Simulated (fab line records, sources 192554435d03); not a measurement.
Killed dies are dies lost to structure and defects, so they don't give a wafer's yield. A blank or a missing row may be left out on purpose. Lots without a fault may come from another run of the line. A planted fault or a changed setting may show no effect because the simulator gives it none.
Chamber matching | flow n5_finfet | N5_MOL_CONTACT_COAG_ETCH_91 on rie_diel-03: 4 sister chambers
The step etches SOC in N2/H2, target depth 60 nm, overetch 21 nm, time 101.2 s. 4 wafers are shown with their chamber, then 7 later ones without.

WAFERS WITH THEIR CHAMBER
wafer  | chamber | drypump_motor_current_A (A)
L394.1 | 0       | 5.5
L394.6 | 1       | 6.5
L395.2 | 3       | 4.9
L395.3 | 2       | 5.3

WAFERS WITHOUT THEIR CHAMBER
wafer  | drypump_motor_current_A (A)
L395.5 | 4.8
L398.4 | 5.3
L398.5 | 6.5
L398.6 | 5.3
L401.1 | 5.5
L401.5 | 6.5
L401.6 | 5.5

WHICH CHAMBER EACH WENT THROUGH
wafer  | from the rows above | in truth
L395.5 | 3                   | 3
L398.4 | 2                   | 2
L398.5 | 1                   | 1
L398.6 | 2                   | 2
L401.1 | 0                   | 0
L401.5 | 1                   | 1
L401.6 | 0                   | 0
Placed correctly: 7 of 7. Can't be placed from these rows: 0. Placed wrongly: 0.
How it was worked out, from the rows above alone: a wafer's distance from a chamber is the root of the sum, over the readings, of the square of ((its reading less the chamber's mean) divided by the reading's scatter). The wafer belongs to the nearest chamber; if the next one is less than 2 further off, it can't be placed. A chamber's mean is the mean of its shown wafers. The scatter: with one shown wafer a chamber, the root of the mean of the squares of how far each hidden wafer lies from its nearest shown one.
